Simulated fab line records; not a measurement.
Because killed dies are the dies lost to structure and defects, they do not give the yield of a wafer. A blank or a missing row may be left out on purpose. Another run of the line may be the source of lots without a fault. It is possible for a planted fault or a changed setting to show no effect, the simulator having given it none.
Chamber matching || flow n5 finfet || N5_BEOL_M13_ETCH_59 on rie diel-05: 4 sister chambers
The step etches BARC in N2/H2, target depth 89 nm, overetch 26.7 nm, time 67.9 s. 8 wafers are shown with their chamber, then 8 later ones without.

## WAFERS WITH THEIR CHAMBER
{"wafer": "L078.4", "chamber": 2, "showerhead plenum p Torr (Torr)": 2.67, "throttle valve pct (%)": 17.94}
{"wafer": "L083.5", "chamber": 1, "showerhead plenum p Torr (Torr)": 2.68, "throttle valve pct (%)": 17.71}
{"wafer": "L088.3", "chamber": 3, "showerhead plenum p Torr (Torr)": 2.49, "throttle valve pct (%)": 17.44}
{"wafer": "L088.5", "chamber": 3, "showerhead plenum p Torr (Torr)": 2.49, "throttle valve pct (%)": 17.46}
{"wafer": "L087.1", "chamber": 2, "showerhead plenum p Torr (Torr)": 2.66, "throttle valve pct (%)": 17.97}
{"wafer": "L087.4", "chamber": 0, "showerhead plenum p Torr (Torr)": 2.46, "throttle valve pct (%)": 18.26}
{"wafer": "L087.5", "chamber": 0, "showerhead plenum p Torr (Torr)": 2.46, "throttle valve pct (%)": 18.25}
{"wafer": "L095.1", "chamber": 1, "showerhead plenum p Torr (Torr)": 2.67, "throttle valve pct (%)": 17.74}

## WAFERS MISSING THEIR CHAMBER
{"wafer": "L095.2", "showerhead plenum p Torr (Torr)": 2.46, "throttle valve pct (%)": 18.26}
{"wafer": "L095.3", "showerhead plenum p Torr (Torr)": 2.49, "throttle valve pct (%)": 17.48}
{"wafer": "L096.1", "showerhead plenum p Torr (Torr)": 2.46, "throttle valve pct (%)": 18.29}
{"wafer": "L096.3", "showerhead plenum p Torr (Torr)": 2.67, "throttle valve pct (%)": 17.76}
{"wafer": "L096.4", "showerhead plenum p Torr (Torr)": 2.66, "throttle valve pct (%)": 17.99}
{"wafer": "L091.3", "showerhead plenum p Torr (Torr)": 2.66, "throttle valve pct (%)": 17.79}
{"wafer": "L091.4", "showerhead plenum p Torr (Torr)": 2.45, "throttle valve pct (%)": 18.28}
{"wafer": "L091.6", "showerhead plenum p Torr (Torr)": 2.48, "throttle valve pct (%)": 17.50}

## CHAMBER TAKEN BY EACH
{"wafer": "L095.2", "from the rows above": 0, "in truth": 0}
{"wafer": "L095.3", "from the rows above": 3, "in truth": 3}
{"wafer": "L096.1", "from the rows above": 0, "in truth": 0}
{"wafer": "L096.3", "from the rows above": 1, "in truth": 1}
{"wafer": "L096.4", "from the rows above": 2, "in truth": 2}
{"wafer": "L091.3", "from the rows above": 1, "in truth": 1}
{"wafer": "L091.4", "from the rows above": 0, "in truth": 0}
{"wafer": "L091.6", "from the rows above": 3, "in truth": 3}
Placed correctly: 8 of 8. From these rows, 0 cannot be placed. Wrongly placed: 0.
How it was worked out, from the rows above alone: a wafer's distance from a chamber is the root of the sum, over the readings, of the square of ((its reading less the chamber's mean) divided by the reading's scatter). The wafer belongs to the nearest chamber; if the next one is less than 2 further off, it can't be placed. The mean given for a chamber averages the wafers shown for that chamber. The scatter is the square root of a quotient: the sum, over the shown wafers, of each reading's squared deviation from its chamber's mean, divided by wafers minus chambers.
